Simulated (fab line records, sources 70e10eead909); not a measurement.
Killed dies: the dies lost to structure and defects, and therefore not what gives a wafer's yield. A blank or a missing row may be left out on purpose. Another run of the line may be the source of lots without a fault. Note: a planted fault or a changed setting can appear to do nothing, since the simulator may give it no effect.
fab line records -- flow nand_harc
record lots=6, wafers=18, last_day=33
route steps=1302 shown A_CONTACT@990 END@1302
lots that met no fault: from a run of the same line without faults
start_h: hours from the record's first day to the start of the lot's first wafer shown -- wait_h: how many hours have passed since the lot's step before this one -- " repeats the value in the row above -- L1.1+2: several wafers, shown together as one row -- - no value, or no start given -- * or withheld: withheld -- < > ~ a bound
route shown NAME@n: a module of which the file shows steps, and the number in the route of the first -- usual: the fault-free wafers' mean and standard deviation -- same: alike in all rows -- chamber/n: place in a boat -- sites: readings site by site -- _std_site: their standard deviation -- _edge_site: the outer-site mean with the inner-site mean subtracted -- radius_mm: for every site, how far away it sits from the centre of the wafer -- mask NAME#n: copy n -- behind: the tool/chamber that last shaped the wafer -- hold: reason for holding the lot/hours on hold/outcome of the hold -- device: the transistor (n, p or np) that didn't switch -- end of line: the route-end tests of the same wafers -- a step without rows: its recipe alone -- killed: the dies lost at the first sort to structure and to defects; this is not the yield of the wafer -- map: a wafer's dies, marking killed ones x, the rest . and places with no die _
set.NAME: the setting that was run; set.NAME@STEP: the one run at that earlier step -- model.NAME: the simulator's own value behind a step, which no gauge read
lots seen at some steps along the route; tables by step, rows by wafer
services: the hour from which a tool's chamber was out of use, counted from the record's first day as start_h (under 0 if before that day), plus the number of hours and why
## steps
# step NHARC_A_CONTACT_COAT_35
# recipe temp_c=225, time_s=65
# step NHARC_A_CONTACT_COAT_36
# recipe spin_rpm=1500, resist_thk_nm=90
# step NHARC_A_CONTACT_SOFTBAKE_37
# recipe temp_c=105, time_s=55
# step NHARC_A_CONTACT_EBR_38
# step NHARC_A_CONTACT_EXPOSE_39
# recipe na=1.35, sigma_outer=0.8, dose_mj=58.79, mask_id=A_CC_3
# step NHARC_A_CONTACT_PEB_40
# recipe peb_temp_c=100, peb_time_s=65
# step NHARC_A_CONTACT_DEVELOP_41
# recipe develop_time_s=35, dev_temp_c=23
# step NHARC_A_CONTACT_CD_MEAS_42
# recipe target_cd_nm=300, landing_energy_ev=500
# usual cd_nm=300.1/0.53
lot.wafer,tool,chamber,start_h,wait_h,cd_nm
L486.2,cd_sem-01,0,506.14,-,300.6
L486.3,cd_sem-01,0,506.14,-,300.7
L486.5,cd_sem-01,0,506.14,-,300.4
L490.1,cd_sem-01,0,529.16,-,301.7
L490.2,cd_sem-01,0,529.16,-,300.7
L490.5,cd_sem-01,0,529.16,-,300.4
L502.1,cd_sem-03,0,677.80,-,300.1
L502.4,cd_sem-03,0,677.80,-,299.5
L502.5,cd_sem-03,0,677.80,-,300.5
L503.4,cd_sem-01,0,683.94,-,299.6
L503.5,cd_sem-01,0,683.94,-,299.5
L503.6,cd_sem-01,0,683.94,-,299.8
L505.1,cd_sem-01,0,690.27,-,300.2
L505.4,cd_sem-01,0,690.27,-,300.3
L505.5,cd_sem-01,0,690.27,-,299.9
L508.1,cd_sem-03,0,702.18,-,299.6
L508.5,cd_sem-03,0,702.18,-,299.5
L508.6,cd_sem-03,0,702.18,-,300.7
# step NHARC_A_CONTACT_OVL_MEAS_43
# usual overlay_x_nm=0.0/0.77, overlay_y_nm=-0.3/0.76
lot.wafer,tool,chamber,start_h,wait_h,overlay_x_nm,overlay_y_nm
L486.2,overlay-02,-,506.23,-,-0.6,-1.0
L486.3,overlay-02,-,506.23,-,0.1,-0.7
L486.5,overlay-02,-,506.23,-,-0.5,-0.7
L490.1,overlay-01,-,529.25,-,-0.5,-0.3
L490.2,overlay-01,-,529.25,-,-1.1,-0.7
L490.5,overlay-01,-,529.25,-,-1.3,-1.2
L502.1,overlay-01,-,677.89,-,0.2,-0.8
L502.4,overlay-01,-,677.89,-,0.0,0.1
L502.5,overlay-01,-,677.89,-,0.0,0.2
L503.4,overlay-01,-,684.03,-,-1.0,-1.8
L503.5,overlay-01,-,684.03,-,-1.2,-1.9
L503.6,overlay-01,-,684.03,-,-1.2,-2.1
L505.1,overlay-01,-,690.36,-,0.5,-1.6
L505.4,overlay-01,-,690.36,-,0.4,-2.2
L505.5,overlay-01,-,690.36,-,0.7,-1.9
L508.1,overlay-02,-,702.27,-,-0.5,0.2
L508.5,overlay-02,-,702.27,-,-0.6,0.6
L508.6,overlay-02,-,702.27,-,-0.7,0.7
# step NHARC_A_CONTACT_INSPECT_44
# usual raw_defect_count=78/38
lot.wafer,tool,chamber,start_h,wait_h,raw_defect_count
L486.2,defect_inspect-02,-,506.27,0.0,13
L486.3,defect_inspect-02,-,506.27,0.0,16
L486.5,defect_inspect-02,-,506.27,0.0,17
L490.1,defect_inspect-01,-,529.29,0.0,114
L490.2,defect_inspect-01,-,529.29,0.0,98
L490.5,defect_inspect-01,-,529.29,0.0,112
L502.1,defect_inspect-02,-,677.93,0.0,94
L502.4,defect_inspect-02,-,677.93,0.0,96
L502.5,defect_inspect-02,-,677.93,0.0,101
L503.4,defect_inspect-01,-,684.06,0.0,74
L503.5,defect_inspect-01,-,684.06,0.0,81
L503.6,defect_inspect-01,-,684.06,0.0,69
L505.1,defect_inspect-01,-,690.40,0.0,27
L505.4,defect_inspect-01,-,690.40,0.0,25
L505.5,defect_inspect-01,-,690.40,0.0,45
L508.1,defect_inspect-02,-,702.30,0.0,12
L508.5,defect_inspect-02,-,702.30,0.0,13
L508.6,defect_inspect-02,-,702.30,0.0,12
# step NHARC_A_CONTACT_DESCUM_47
# recipe time_s=3, o2_flow_sccm=200, ar_flow_sccm=0, bias_power_w=0, chemistry=O2
# usual drypump_motor_current_A=5.6/0.44, oes_product_au=0.997/0.015, rf_vpp_V=57.8/0.82, showerhead_plenum_p_Torr=1.93/0.093, throttle_valve_pct=11.312/0.01
# same bias_power_w=0
lot.wafer,tool,chamber,start_h,wait_h,drypump_motor_current_A,oes_product_au,rf_hours_counter_h,rf_vpp_V,showerhead_plenum_p_Torr,throttle_valve_pct
L486.3,rie_diel-04,3,506.34,0.1,4.8,1.012,21,57.9,1.83,11.300
L486.2,rie_diel-04,0,506.34,0.1,6.1,1.000,23,58.4,1.81,11.332
L486.5,rie_diel-04,2,506.34,0.1,5.7,0.994,-,58.3,2.00,11.301
L490.1,rie_diel-04,0,529.36,0.1,6.1,0.989,27,59.2,1.81,11.299
L490.2,rie_diel-04,1,529.36,0.1,6.2,0.987,28,57.5,2.00,11.309
L490.5,rie_diel-04,3,529.36,0.1,4.8,1.000,-,58.4,1.83,11.316
L502.1,rie_diel-04,2,677.99,0.1,5.6,0.997,20,58.6,1.99,11.309
L502.4,rie_diel-04,1,677.99,0.1,6.2,0.978,20,59.2,1.99,11.315
L502.5,rie_diel-04,3,677.99,0.1,4.8,0.996,-,58.3,1.82,11.326
L503.4,rie_diel-04,2,684.14,0.1,5.6,1.011,21,56.1,1.99,11.316
L503.5,rie_diel-04,0,684.14,0.1,6.1,1.010,-,56.5,1.80,11.316
L503.6,rie_diel-04,1,684.14,0.1,6.2,0.974,-,58.5,1.99,11.316
L505.4,rie_diel-03,3,690.47,0.1,5.6,1.010,12,57.1,1.87,11.317
L505.1,rie_diel-03,1,690.47,0.1,5.8,0.993,16,57.8,2.03,11.333
L505.5,rie_diel-03,3,690.47,0.1,5.6,1.010,-,56.3,1.87,11.320
L508.1,rie_diel-03,0,702.39,0.1,5.2,0.990,17,58.3,2.05,11.317
L508.5,rie_diel-03,2,702.39,0.1,5.4,0.984,-,57.7,1.91,11.303
L508.6,rie_diel-03,3,702.39,0.1,5.6,1.020,-,57.2,1.87,11.304
# step NHARC_A_CONTACT_ETCH_48
# recipe target_depth_a=390, over_etch_frac=0.3, time_s=65, ion_energy_ev=80, cf4_flow_sccm=150, ar_flow_sccm=0, rf_w=300, bias_w=100, chemistry=CF4
# usual drypump_motor_current_A=5.6/0.45, oes_product_au=0.995/0.016, rf_vpp_V=151.4/1.3, run_length_s=86.3/0.48, showerhead_plenum_p_Torr=1.78/0.081, throttle_valve_pct=13.282/0.0095
lot.wafer,tool,chamber,start_h,wait_h,drypump_motor_current_A,oes_product_au,rf_hours_counter_h,rf_vpp_V,run_length_s,showerhead_plenum_p_Torr,throttle_valve_pct
L486.2,rie_diel-04,0,506.41,0.1,6.1,0.981,23,150.5,86.5,1.68,13.284
L486.3,rie_diel-04,1,506.41,0.1,6.2,0.979,25,152.0,86.0,1.84,13.294
L486.5,rie_diel-04,1,506.41,0.1,6.2,0.998,-,153.5,85.5,1.84,13.284
L490.2,rie_diel-04,3,529.44,0.1,4.8,1.006,24,149.6,86.2,1.70,13.287
L490.1,rie_diel-04,0,529.44,0.1,6.1,1.001,27,150.7,86.3,1.68,13.287
L490.5,rie_diel-04,2,529.44,0.1,5.6,0.996,-,152.5,86.9,1.84,13.293
L502.1,rie_diel-04,0,678.07,0.1,6.1,1.018,21,149.4,86.6,1.67,13.294
L502.4,rie_diel-04,1,678.07,0.1,6.1,0.976,20,152.6,85.5,1.84,13.290
L502.5,rie_diel-04,1,678.07,0.1,6.2,0.983,-,152.3,85.6,1.84,13.287
L503.4,rie_diel-04,2,684.21,0.1,5.6,1.009,21,152.2,87.0,1.83,13.285
L503.5,rie_diel-04,1,684.21,0.1,6.2,0.984,-,152.5,85.7,1.84,13.283
L503.6,rie_diel-04,2,684.21,0.1,5.6,1.001,-,151.1,87.0,1.83,13.263
L505.4,rie_diel-03,3,690.54,0.1,5.6,1.001,12,151.2,85.7,1.73,13.288
L505.1,rie_diel-03,2,690.54,0.1,5.4,0.987,14,151.8,85.4,1.77,13.286
L505.5,rie_diel-03,3,690.54,0.1,5.6,1.010,-,150.9,86.1,1.73,13.274
L508.1,rie_diel-03,3,702.51,0.1,5.6,1.029,16,151.1,86.2,1.73,13.266
L508.6,rie_diel-03,3,702.51,0.1,5.6,1.023,-,151.3,86.0,1.73,13.279
L508.5,rie_diel-03,0,702.51,0.1,5.2,0.996,-,151.8,86.3,1.89,13.258
# step NHARC_A_CONTACT_ETCH_49
# recipe target_depth_a=2600, over_etch_frac=0.3, time_s=475.3, ion_energy_ev=200, n2_flow_sccm=150, h2_flow_sccm=150, ar_flow_sccm=0, rf_w=400, bias_w=150, chemistry=N2/H2
# usual drypump_motor_current_A=5.6/0.45, h2_flow_sccm=149.9/0.46, oes_product_au=0.995/0.015, rf_vpp_V=431.0/2.8, run_length_s=496.6/0.49, showerhead_plenum_p_Torr=2.06/0.1, throttle_valve_pct=14.172/0.0091
lot.wafer,tool,chamber,start_h,wait_h,drypump_motor_current_A,h2_flow_sccm,oes_product_au,rf_hours_counter_h,rf_vpp_V,run_length_s,showerhead_plenum_p_Torr,throttle_valve_pct
L486.2,rie_diel-04,1,506.54,-,6.2,150.3,0.997,25,434.6,495.7,2.14,14.167
L486.3,rie_diel-04,3,506.54,-,4.8,149.3,1.010,21,428.7,497.0,1.95,14.195
L486.5,rie_diel-04,0,506.54,-,6.1,149.8,0.987,-,427.1,496.8,1.92,14.181
L490.1,rie_diel-04,0,529.63,-,6.1,150.0,0.995,28,428.7,496.5,1.92,14.168
L490.2,rie_diel-04,3,529.63,-,4.8,149.8,1.007,24,426.8,497.0,1.95,14.177
L490.5,rie_diel-04,1,529.63,-,6.2,149.9,0.990,-,432.9,495.8,2.13,14.169
L502.1,rie_diel-04,3,678.17,-,4.8,149.6,0.985,20,428.0,451.3,1.94,14.167
L502.4,rie_diel-04,1,678.17,-,6.2,148.9,0.975,20,431.5,450.2,2.13,14.180
L502.5,rie_diel-04,3,678.17,-,4.8,149.6,0.989,-,427.9,450.9,1.94,14.179
L503.4,rie_diel-04,3,684.40,-,4.8,149.7,0.980,22,427.9,451.1,1.94,14.166
L503.5,rie_diel-04,0,684.40,-,6.1,150.9,1.010,-,427.3,451.1,1.92,14.191
L503.6,rie_diel-04,1,684.40,-,6.2,149.3,0.975,-,432.2,450.3,2.13,14.190
L505.4,rie_diel-03,2,690.67,-,5.4,149.3,0.985,14,431.1,496.0,2.04,14.144
L505.1,rie_diel-03,3,690.67,-,5.6,149.9,1.009,12,429.4,496.4,1.99,14.165
L505.5,rie_diel-03,1,690.67,-,5.8,150.2,0.998,-,433.1,496.8,2.16,14.157
L508.1,rie_diel-03,1,702.64,-,5.8,149.7,0.993,20,434.3,497.4,2.16,14.176
L508.6,rie_diel-03,0,702.64,-,5.2,149.8,0.981,-,434.4,496.3,2.19,14.181
L508.5,rie_diel-03,1,702.64,-,5.8,149.9,0.994,-,432.8,497.4,2.16,14.181
# step NHARC_A_CONTACT_ETCH_50
# recipe target_depth_a=1210, time_s=60.5, cf4_flow_sccm=100, chf3_flow_sccm=30, ar_flow_sccm=0, rf_w=500, bias_w=200, chemistry=CF4/CHF3
# usual drypump_motor_current_A=5.6/0.46, oes_product_au=0.949/0.021, rf_vpp_V=371.0/2.6, run_length_s=81.8/0.49, showerhead_plenum_p_Torr=1.59/0.074, throttle_valve_pct=16.802/0.0081
lot.wafer,tool,chamber,start_h,wait_h,drypump_motor_current_A,oes_product_au,rf_hours_counter_h,rf_vpp_V,run_length_s,showerhead_plenum_p_Torr,throttle_valve_pct
L486.2,rie_diel-04,0,-,-,6.1,0.972,23,366.2,82.0,1.49,16.801
L486.3,rie_diel-04,1,-,-,6.2,0.960,25,373.3,81.3,1.64,16.793
L486.5,rie_diel-04,1,-,-,6.2,0.960,-,373.2,81.3,1.64,16.797
L490.2,rie_diel-04,3,-,-,4.8,0.945,25,369.7,81.8,1.51,16.802
L490.1,rie_diel-04,0,-,-,6.1,0.947,28,366.7,81.9,1.49,16.805
L490.5,rie_diel-04,3,-,-,4.8,0.946,-,367.4,81.7,1.51,16.794
L502.1,rie_diel-04,3,-,-,4.8,0.963,21,368.4,81.8,1.50,16.798
L502.4,rie_diel-04,0,-,-,6.1,0.986,22,367.6,82.3,1.49,16.801
L502.5,rie_diel-04,3,-,-,4.8,0.965,-,367.7,82.2,1.50,16.818
L503.4,rie_diel-04,1,-,-,6.2,0.939,21,372.7,80.9,1.63,16.792
L503.5,rie_diel-04,0,-,-,6.1,0.962,-,368.5,81.9,1.49,16.813
L503.6,rie_diel-04,1,-,-,6.1,0.940,-,372.6,81.1,1.64,16.794
L505.1,rie_diel-03,0,-,-,5.2,0.963,13,372.1,81.9,1.68,16.800
L505.4,rie_diel-03,3,-,-,5.6,0.983,12,370.4,81.3,1.54,16.806
L505.5,rie_diel-03,1,-,-,5.8,0.976,-,374.6,82.4,1.66,16.790
L508.1,rie_diel-03,0,-,-,5.2,0.937,18,373.8,82.2,1.68,16.803
L508.6,rie_diel-03,2,-,-,5.4,0.937,-,371.4,80.9,1.57,16.800
L508.5,rie_diel-03,3,-,-,5.6,0.959,-,370.1,81.3,1.54,16.813
# step NHARC_END_SORT_01
# recipe temp_c=25
# usual killed_at_array=61/24, killed_at_other=1.2/1.3, killed_at_periphery=3.7/2.6, killed_dies=66/23, killed_open=3.3/1.8, killed_short=2.4/1.6
# same gross_dies=677
lot.wafer,tool,chamber,start_h,wait_h,killed_at_array,killed_at_other,killed_at_periphery,killed_dies,killed_open,killed_short
L486.2,prober-01,0,590.81,2.8,18,1,2,21,6,2
L486.3,prober-01,0,591.62,3.1,21,1,2,24,2,2
L486.5,prober-01,0,593.25,3.8,22,3,2,27,1,3
L490.1,prober-01,0,601.12,2.5,91,0,2,93,3,4
L490.2,prober-01,0,601.91,2.8,79,0,2,81,1,3
L490.5,prober-01,0,604.30,3.7,81,3,0,84,1,3
L502.1,prober-02,0,749.99,2.5,67,0,2,69,2,2
L502.4,prober-02,0,752.45,3.4,73,1,2,76,3,4
L503.4,prober-01,0,763.88,3.4,59,1,6,66,5,0
L503.5,prober-01,0,764.68,3.7,59,3,5,67,4,4
L503.6,prober-01,0,765.48,4.0,38,0,3,41,0,0
L505.1,prober-01,0,777.14,2.5,21,3,4,28,0,1
L505.4,prober-01,0,779.53,3.4,34,0,11,45,4,6
L505.5,prober-01,0,780.32,3.7,39,0,9,48,1,3
# killed by level:class
L486.2 A_CHANNEL_HOLE_D2:chamber_film_flake=7 A_STAIRCASE:chamber_film_flake=2 A_CONTACT:chamber_film_flake=2 P_CONTACT:geometric_particle:open=1 P_M1:geometric_particle:open=1 A_CHANNEL_FILL_D1:geometric_particle:short=1 A_DECK1_JOINT:geometric_particle:open=1 A_CHANNEL_HOLE_D2:geometric_particle:open=1
L486.3 A_CHANNEL_HOLE_D2:chamber_film_flake=4 A_CHANNEL_HOLE_D1:chamber_film_flake=3 A_CHANNEL_FILL_D1:chamber_film_flake=3 A_CONTACT:chamber_film_flake=3 A_BONDPAD:chamber_film_flake=2 P_CONTACT:geometric_particle:open=1 P_M0:geometric_particle:open=1 A_DECK1_JOINT:geometric_particle:short=1
L486.5 A_CHANNEL_HOLE_D2:chamber_film_flake=6 A_STAIRCASE:chamber_film_flake=5 A_CONTACT:chamber_film_flake=3 THIN_TSV:chamber_film_flake=3 A_CHANNEL_HOLE_D1:chamber_film_flake=2 P_CONTACT:geometric_particle:open=1 A_CHANNEL_FILL_D1:geometric_particle:short=1 A_CHANNEL_FILL_D2:geometric_particle:short=1
L490.1 A_CHANNEL_HOLE_D2:chamber_film_flake=37 A_CHANNEL_HOLE_D1:chamber_film_flake=36 A_CONTACT:chamber_film_flake=6 A_CHANNEL_FILL_D1:geometric_particle:short=3 A_DECK1_JOINT:geometric_particle:open=2 P_GATE:chamber_film_flake=2 A_STAIRCASE:chamber_film_flake=2 A_M1:chamber_film_flake=2
L490.2 A_CHANNEL_HOLE_D2:chamber_film_flake=34 A_CHANNEL_HOLE_D1:chamber_film_flake=34 A_STAIRCASE:chamber_film_flake=2 A_CONTACT:chamber_film_flake=2 P_M1:geometric_particle:short=1 A_DECK1_JOINT:geometric_particle:short=1 A_M0:geometric_particle:short=1 A_M0:geometric_particle:open=1
L490.5 A_CHANNEL_HOLE_D2:chamber_film_flake=38 A_CHANNEL_HOLE_D1:chamber_film_flake=31 A_CONTACT:chamber_film_flake=4 A_M1:chamber_film_flake=2 THIN_TSV:chamber_film_flake=2 A_ONON_D1:geometric_particle:short=1 A_DECK1_JOINT:geometric_particle:short=1 A_BONDPAD:geometric_particle:open=1
L502.1 A_CHANNEL_HOLE_D2:chamber_film_flake=29 A_CHANNEL_HOLE_D1:chamber_film_flake=26 A_STAIRCASE:chamber_film_flake=3 P_M2:chamber_film_flake=2 A_SLIT:chamber_film_flake=2 A_CONTACT:chamber_film_flake=2 A_ONON_D2:geometric_particle:open=1 A_STAIRCASE:geometric_particle:short=1
L502.4 A_CHANNEL_HOLE_D1:chamber_film_flake=34 A_CHANNEL_HOLE_D2:chamber_film_flake=25 A_CONTACT:chamber_film_flake=4 A_STAIRCASE:chamber_film_flake=2 P_GATE:geometric_particle:open=1 A_ONON_D2:geometric_particle:short=1 A_ONON_D2:geometric_particle:open=1 A_CHANNEL_HOLE_D2:geometric_particle:short=1
L503.4 A_SLIT:chamber_film_flake=35 A_CHANNEL_HOLE_D1:chamber_film_flake=16 A_DECK1_JOINT:chamber_film_flake=3 P_GATE:geometric_particle:open=2 P_M2:chamber_film_flake=2 A_CONTACT:chamber_film_flake=2 P_M1:geometric_particle:open=1 A_ONON_D1:geometric_particle:open=1
L503.5 A_SLIT:chamber_film_flake=36 A_CHANNEL_HOLE_D1:chamber_film_flake=12 P_M2:chamber_film_flake=3 A_CONTACT:chamber_film_flake=3 THIN_TSV:chamber_film_flake=3 A_M0:geometric_particle:short=2 P_STI:geometric_particle:short=1 A_DECK1_JOINT:geometric_particle:open=1
L503.6 A_SLIT:chamber_film_flake=30 A_CHANNEL_HOLE_D1:chamber_film_flake=6 P_M2:chamber_film_flake=2 P_STI:chamber_film_flake=1 A_STAIRCASE:chamber_film_flake=1 A_CONTACT:chamber_film_flake=1
L505.1 A_CHANNEL_HOLE_D1:chamber_film_flake=10 A_SLIT:chamber_film_flake=4 A_CHANNEL_FILL_D2:chamber_film_flake=3 THIN_TSV:chamber_film_flake=3 P_STI:chamber_film_flake=2 A_STAIRCASE:chamber_film_flake=2 A_ONON_D2:geometric_particle:short=1 P_ZERO_WELL:chamber_film_flake=1
L505.4 A_CHANNEL_HOLE_D1:chamber_film_flake=12 P_STI:chamber_film_flake=6 A_SLIT:chamber_film_flake=6 P_GATE:chamber_film_flake=3 A_STAIRCASE:chamber_film_flake=3 A_ONON_D1:geometric_particle:short=2 A_DECK1_JOINT:geometric_particle:open=2 A_CHANNEL_FILL_D2:geometric_particle:short=2
L505.5 A_SLIT:chamber_film_flake=12 A_CHANNEL_HOLE_D1:chamber_film_flake=11 P_STI:chamber_film_flake=6 A_STAIRCASE:chamber_film_flake=6 A_CHANNEL_FILL_D2:chamber_film_flake=4 A_CHANNEL_FILL_D2:geometric_particle:short=2 A_CONTACT:chamber_film_flake=2 P_GATE:geometric_particle:short=1
## services
tool,chamber,start_h,hours,kind
rie_diel-04,0,486.46,-,clean
rie_diel-04,1,486.46,-,clean
rie_diel-04,2,486.46,-,clean
rie_diel-04,3,486.46,-,clean
rie_diel-04,0,510.96,-,clean
rie_diel-04,1,510.96,-,clean
rie_diel-04,2,510.96,-,clean
rie_diel-04,3,510.96,-,clean
rie_diel-03,3,517.78,17.8,repair
rie_diel-04,-,531.90,9.0,pm
rie_diel-04,0,531.90,9.0,vent_cycle
rie_diel-04,1,531.90,9.0,vent_cycle
rie_diel-04,2,531.90,9.0,vent_cycle
rie_diel-04,3,531.90,9.0,vent_cycle
rie_diel-04,0,540.90,-,clean
rie_diel-04,0,540.90,-,consumable_replace:focus_ring
rie_diel-04,1,540.90,-,clean
rie_diel-04,2,540.90,-,clean
rie_diel-04,3,540.90,-,clean
rie_diel-04,3,562.59,3.2,repair
rie_diel-04,0,565.40,-,clean
rie_diel-04,1,565.40,-,clean
rie_diel-03,-,634.91,1.3,repair
rie_diel-03,-,636.26,9.0,pm
## key
first_sign step=NHARC_A_CONTACT_ETCH_49, reading=run_length_s, direction=down, sigmas=94, usual=*, struck=*
effect none on later readings
met_at NHARC_A_CONTACT_ETCH_49
struck_wafers L502.1,L502.4,L502.5,L503.4,L503.5,L503.6
tester_left_out L502,L503
onset_between 529.63 678.17
fault kind=process_parameter_drift, tool=rie_diel-04, chamber=-, onset_h=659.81, steps=NHARC_A_CONTACT_ETCH_49, channel=time_s, offset=*, shape=step, end_h=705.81, acts_in=*, stated=*
# tester_left_out: of these lots the tester's yield and bins aren't shown, on N5 and GAA mostly nor the transistor test; their killed dies are dies lost to structure and defects alone, not to doping, threshold or leakage, so they don't give the yield
